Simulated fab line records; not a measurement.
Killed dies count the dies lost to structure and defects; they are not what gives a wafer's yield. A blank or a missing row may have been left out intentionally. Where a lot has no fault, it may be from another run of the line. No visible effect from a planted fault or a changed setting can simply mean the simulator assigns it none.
Matching of chambers    flow n5 finfet    N5_BEOL_M9_PECVD_70 on pecvd-04 has 3 sister chambers
The step deposits SiO2 from TEOS/O2, target thk 20 nm, time 22.7 s. 14 wafers are shown with their chamber, then 7 later ones without.

== WAFERS, EACH WITH ITS CHAMBER ==
wafer   chamber  throttle valve pct (%)  showerhead plenum p Torr (Torr)  heater power w (W)
L076.3  0        20.8                    8.87                             673
L076.4  1        25.6                    8.85                             761
L076.6  0        20.9                    8.84                             668
L080.1  0        21.1                    8.87                             587
L080.5  2        21.1                    8.65                             534
L080.6  1        25.4                    8.86                             742
L085.1  2        20.9                    8.64                             560
L085.4  0        20.9                    8.88                             712
L085.6  1        25.7                    8.86                             839
L081.1  2        21.0                    8.65                             572
L081.2  1        25.8                    8.86                             744
L081.3  2        21.0                    8.67                             589
L084.2  0        21.0                    8.87                             612
L084.4  2        21.4                    8.66                             520

SIGNATURES, as means of the wafers listed above
reading                   chamber 0  chamber 1  chamber 2  scatter within a chamber
throttle valve pct        20.940     25.625     21.080     0.162
showerhead plenum p Torr  8.8660     8.8575     8.6540     0.0117
heater power w            650.40     771.50     555.00     42.1
Rule: distance of a wafer from a chamber = root of the sum over the readings of ((wafer's reading minus chamber's mean) / reading's scatter) squared. The wafer belongs to the nearest chamber; if the next one is less than 2 further off, it can't be placed. The scatter: take each reading less its chamber's mean, square it, sum over the shown wafers, divide by the number of wafers less the number of chambers, and take the root.

== WAFERS WITH NO CHAMBER GIVEN ==
wafer   throttle valve pct (%)  showerhead plenum p Torr (Torr)  heater power w (W)
L084.5  20.8                    8.87                             627
L088.3  25.8                    8.86                             768
L088.5  21.1                    8.64                             581
L088.6  21.0                    8.86                             706
L097.2  21.1                    8.86                             596
L097.4  21.4                    8.67                             512
L097.6  21.1                    8.84                             589

== WHICH CHAMBER EACH ONE RAN IN ==
wafer   from the rows above  in truth
L084.5  0                    0
L088.3  1                    1
L088.5  2                    2
L088.6  0                    0
L097.2  0                    0
L097.4  2                    2
L097.6  0                    0
Correctly placed: 7 of 7. Number that these rows cannot place: 0. Placed wrongly: 0.
